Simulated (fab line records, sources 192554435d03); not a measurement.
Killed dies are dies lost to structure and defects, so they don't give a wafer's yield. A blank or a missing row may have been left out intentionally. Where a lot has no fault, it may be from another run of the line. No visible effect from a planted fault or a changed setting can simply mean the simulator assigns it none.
Split-lot trial | flow n5-finfet | route with 1938 steps; 7 lots, 21 wafers read

## THE SPLIT
At N5_BEOL_M15_ILD_DEP_00 (deposits SiO2 from TEOS/O2, target thk 1629.3 nm, time 346.1 s), the setting temp-c was moved away from the recipe's 400 C on 5 of the 21 wafers read, by -1.8% to +1.8%. All remaining wafers had this setting at the recipe value.

The file shows no step between the split and the reading.

## THE READING
M15_ILD_THK in nanometres, read at N5_BEOL_M15_THK_MEAS_01. On this fab line, fault-free wafers typically give 1616 nm with a standard deviation of 22 nm.

wafer  | tool, chamber at the split | temp-c as run, C | against the recipe | M15_ILD_THK, nm | against lot-mates on the recipe
L075.2 | pecvd-04, 1                | 400              | recipe             | 1607            | -
L075.5 | pecvd-04, 1                | 400              | recipe             | 1617            | -
L075.6 | pecvd-04, 2                | 400              | recipe             | 1649            | -
L081.1 | pecvd-03, 1                | 400              | recipe             | 1610            | -
L081.2 | pecvd-03, 0                | 400              | recipe             | 1584            | -
L081.5 | pecvd-03, 1                | 400              | recipe             | 1626            | -
L086.2 | pecvd-01, 1                | 400              | recipe             | 1594            | -
L086.3 | pecvd-01, 0                | 400              | recipe             | 1638            | -
L086.6 | pecvd-01, 1                | 400              | recipe             | 1635            | -
L084.2 | pecvd-04, 0                | 400              | recipe             | 1612            | -
L084.3 | pecvd-04, 2                | 392.6            | -1.8%              | 1698            | +86
L084.6 | pecvd-04, 0                | 392.6            | -1.8%              | 1725            | +113
L091.2 | pecvd-01, 2                | 395.7            | -1.1%              | 1688            | +54
L091.3 | pecvd-01, 0                | 400              | recipe             | 1622            | -
L091.5 | pecvd-01, 0                | 400              | recipe             | 1645            | -
L090.2 | pecvd-04, 2                | 407.4            | +1.8%              | 1517            | -94
L090.5 | pecvd-04, 2                | 400              | recipe             | 1626            | -
L090.6 | pecvd-04, 1                | 400              | recipe             | 1597            | -
L097.1 | pecvd-01, 0                | 400              | recipe             | 1615            | -
L097.2 | pecvd-01, 2                | 396.7            | -0.8%              | 1640            | +14
L097.4 | pecvd-01, 2                | 400              | recipe             | 1638            | -

FIT RESULTS
A straight line over all 21 wafers: M15_ILD_THK changes by -51.6 nm for each +1% of temp-c; r = -0.91; the points scatter about the line by 18 nm.
The same after taking each lot's own level away (the mean of its wafers on the recipe; 21 wafers): -50.9 nm for each +1%; r = -0.92; scatter 17 nm.
On that fit, the largest move of temp-c shifts the reading by 94 nm.
Measured against the standard deviation above, the lots' own levels, which go from 1606.7 to 1633.5 nm, span 1.2 times it.
The two slopes agree, so the slope changes little with the lot-to-lot level.
Check: +96.3 nm against its lot-mates is what the line predicts for one of the wafers moved furthest among these (-1.8%) when that wafer is left out of the fit. It came out at +86 nm against them.

## FURTHER SPLITS ON THESE WAFERS
These wafers also went through other splits before the reading. Each is held against what the fit with the lots' levels taken away leaves over:
other split on the same wafers    | wafers away from the commonest value | r with M15_ILD_THK (lot level and that fit taken away)
N5_BEOL_M10_TRENCH_ETCH_37 bias-w | 7                                    | +0.09
N5_BEOL_M12_TRENCH_ETCH_34 time-s | 6                                    | +0.07
N5_BEOL_M12_ETCH_38 time-s        | 9                                    | +0.01
N5_BEOL_M13_SPUTTER_43 time-s     | 6                                    | -0.27
N5_BEOL_M14_SPUTTER_43 power-w    | 6                                    | +0.08

## THE WHOLE CHAIN: every reading that the file lists as answering this split, in the file's order
step                    | what it does                                                   | reading                                                                             | change (the file's fit)              | r (the file's)
N5_BEOL_M15_ILD_DEP_00  | deposits SiO2 from TEOS/O2, target thk 1629.3 nm, time 346.1 s | SiO2_of_BEOL_M15_ILD_DEP_00.thk-nm (the simulator's own value, which no gauge read) | -48.9 nm for each +1% of the setting | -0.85
N5_BEOL_M15_THK_MEAS_01 |                                                                | M15_ILD_THK                                                                         | -49.2 for each +1% of the setting    | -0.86
N5_BEOL_M15_VIA_ETCH_16 | etches SiO2 in C4F8/O2/Ar, target depth 1792.2 nm              | etch.depth-nm (the simulator's own value, which no gauge read)                      | -48.9 nm for each +1% of the setting | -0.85

## THE FILE'S OWN FIT
M15_ILD_THK changes by -49.2 nm for each +1% of temp-c, r = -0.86.
